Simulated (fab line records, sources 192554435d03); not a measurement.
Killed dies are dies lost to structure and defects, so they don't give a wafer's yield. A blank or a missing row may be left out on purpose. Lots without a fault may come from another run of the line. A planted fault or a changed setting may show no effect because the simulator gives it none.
Split-lot experiment | flow n5_finfet | 7 lots, 39 wafers read, on a route of 1938 steps

THE SPLIT
At N5_HKMG_FIN_ALD_75 (deposits Al2O3, target thk 1 nm, co reactant pulse time 1 s), the setting target_thk_a was moved away from the recipe's 10 angstrom on 12 of the 39 wafers read, by -59.1% to +16.5%. The other wafers ran this setting at the recipe's value.

FROM THE SPLIT TO THE READING: what the file shows between them, 4 steps
- N5_HKMG_FIN_COAT_41: time 60 s, resist thk 300 nm
- N5_HKMG_FIN_COAT_42: time 60 s, resist thk 35 nm
- N5_HKMG_FIN_WET_ETCH_76: etches Al2O3 in dNH4OH, stops on La2O3, target depth 2.25 nm, rinse time 30 s
- N5_HKMG_FIN_STRIP_60: strips in N2/H2, time 360 s

THE READING
Al2O3_of_HKMG_FIN_ALD_75.thk_nm (the simulator's own value, which no gauge read), in nm, at N5_HKMG_FIN_WET_ETCH_77 (etches La2O3 in dHCl, stops on HfO2, target depth 2 nm). The file gives no usual value for it.

wafer  | tool, chamber at the split | target_thk_a as run, angstrom | against the recipe | Al2O3_of_HKMG_FIN_ALD_75.thk_nm, nm | against lot-mates on the recipe
L079.1 | ald_hk-03, 2,3,0,1,0,1     | 10                            | recipe             | 1                                   | -
L079.2 | ald_hk-03, 2,3,0,1,0,1     | 10                            | recipe             | 1                                   | -
L079.3 | ald_hk-03, 2,3,0,1,0,1     | 10                            | recipe             | 1                                   | -
L079.4 | ald_hk-03, 2,3,0,1,0,1     | 10                            | recipe             | 1                                   | -
L079.5 | ald_hk-03, 2,3,0,1,0,1     | 10                            | recipe             | 1                                   | -
L079.6 | ald_hk-03, 2,3,0,1,0,1     | 10                            | recipe             | 1                                   | -
L081.1 | ald_hk-02, 3,1,2           | 10                            | recipe             | 1                                   | -
L081.3 | ald_hk-02, 3,1,2           | 10                            | recipe             | 1                                   | -
L081.4 | ald_hk-02, 3,1,2           | 10                            | recipe             | 1                                   | -
L081.2 | ald_hk-02, 0,3,0           | 11.65                         | +16.5%             | 1.2                                 | +0.2
L081.5 | ald_hk-02, 0,3,0           | 11.65                         | +16.5%             | 1.2                                 | +0.2
L081.6 | ald_hk-02, 0,3,0           | 11.65                         | +16.5%             | 1.2                                 | +0.2
L082.1 | ald_hk-03, 2               | 7.009                         | -29.9%             | 0.6                                 | -0.4
L082.2 | ald_hk-03, 3               | 7.009                         | -29.9%             | 0.6                                 | -0.4
L082.5 | ald_hk-03, 2               | 7.009                         | -29.9%             | 0.6                                 | -0.4
L082.3 | ald_hk-03, 0,1,1           | 10                            | recipe             | 1                                   | -
L082.4 | ald_hk-03, 0,1,1           | 10                            | recipe             | 1                                   | -
L082.6 | ald_hk-03, 0,1,1           | 10                            | recipe             | 1                                   | -
L083.1 | ald_hk-03, 3,0,2,1,2,1     | 10                            | recipe             | 1                                   | -
L083.2 | ald_hk-03, 3,0,2,1,2,1     | 10                            | recipe             | 1                                   | -
L083.3 | ald_hk-03, 3,0,2,1,2,1     | 10                            | recipe             | 1                                   | -
L083.4 | ald_hk-03, 3,0,2,1,2,1     | 10                            | recipe             | 1                                   | -
L083.5 | ald_hk-03, 3,0,2,1,2,1     | 10                            | recipe             | 1                                   | -
L083.6 | ald_hk-03, 3,0,2,1,2,1     | 10                            | recipe             | 1                                   | -
L084.1 | ald_hk-01, 1,1,2           | 10                            | recipe             | 1                                   | -
L084.5 | ald_hk-01, 1,1,2           | 10                            | recipe             | 1                                   | -
L084.6 | ald_hk-01, 1,1,2           | 10                            | recipe             | 1                                   | -
L084.2 | ald_hk-01, 2,0,3           | 4.088                         | -59.1%             | 0.4                                 | -0.6
L084.3 | ald_hk-01, 2,0,3           | 4.088                         | -59.1%             | 0.4                                 | -0.6
L084.4 | ald_hk-01, 2,0,3           | 4.088                         | -59.1%             | 0.4                                 | -0.6
L086.1 | ald_hk-02, 1,0,1           | 10                            | recipe             | 1                                   | -
L086.5 | ald_hk-02, 1,0,1           | 10                            | recipe             | 1                                   | -
L086.6 | ald_hk-02, 1,0,1           | 10                            | recipe             | 1                                   | -
L093.1 | ald_hk-01, 1,0,1           | 10                            | recipe             | 1                                   | -
L093.5 | ald_hk-01, 1,0,1           | 10                            | recipe             | 1                                   | -
L093.6 | ald_hk-01, 1,0,1           | 10                            | recipe             | 1                                   | -
L093.2 | ald_hk-01, 3,0,2           | 7.47                          | -25.3%             | 0.8                                 | -0.2
L093.3 | ald_hk-01, 3,0,2           | 7.47                          | -25.3%             | 0.6                                 | -0.4
L093.4 | ald_hk-01, 3,0,2           | 7.47                          | -25.3%             | 0.6                                 | -0.4
Where a row lists several chambers, the file gives one row for several wafers and doesn't say which wafer went through which chamber.

THE FIT
A straight line over all 39 wafers: Al2O3_of_HKMG_FIN_ALD_75.thk_nm changes by +0.0111 nm for each +1% of target_thk_a; r = +0.98; the points scatter about the line by 0.04 nm.
The same after taking each lot's own level away (the mean of its wafers on the recipe; 39 wafers): +0.0111 nm for each +1%; r = +0.98; scatter 0.04 nm.
On that fit, the largest move of target_thk_a shifts the reading by 0.66 nm.
The lots' own levels span 1.00 to 1.00 nm.
So the lot-to-lot level changes the slope little: the two slopes agree.
Check: with one of the wafers moved furthest among these (-59.1%) left out of the fit, the line predicts -0.676 nm for it against its lot-mates. It came out at -0.6 nm against them.

OTHER SPLITS ON THESE WAFERS
These wafers also went through other splits before the reading. Each is held against what the fit with the lots' levels taken away leaves over:
other split on the same wafers       | wafers away from the commonest value | r with Al2O3_of_HKMG_FIN_ALD_75.thk_nm (lot level and that fit taken away)
N5_ZERO_LAYER_PECVD_02 time_s        | 12                                   | -0.05
N5_FIN_SAQP_HM_DEP_72 target_thk_a   | 15                                   | -0.13
N5_STI_FIN_REVEAL_ETCHBACK_08 time_s | 9                                    | -0.01

THE WHOLE CHAIN: every reading that the file lists as answering this split, in the file's order
step                    | what it does                                                | reading                                                                          | change (the file's fit)                | r (the file's)
N5_HKMG_FIN_ALD_75      | deposits Al2O3, target thk 1 nm, co reactant pulse time 1 s | Al2O3_of_HKMG_FIN_ALD_75.thk_nm (the simulator's own value, which no gauge read) | +0.0101 nm for each +1% of the setting | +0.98
N5_HKMG_FIN_WET_ETCH_77 | etches La2O3 in dHCl, stops on HfO2, target depth 2 nm      | Al2O3_of_HKMG_FIN_ALD_75.thk_nm (the simulator's own value, which no gauge read) | +0.0112 nm for each +1% of the setting | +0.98

THE FILE'S OWN FIT
Al2O3_of_HKMG_FIN_ALD_75.thk_nm changes by +0.0112 nm for each +1% of target_thk_a, r = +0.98.
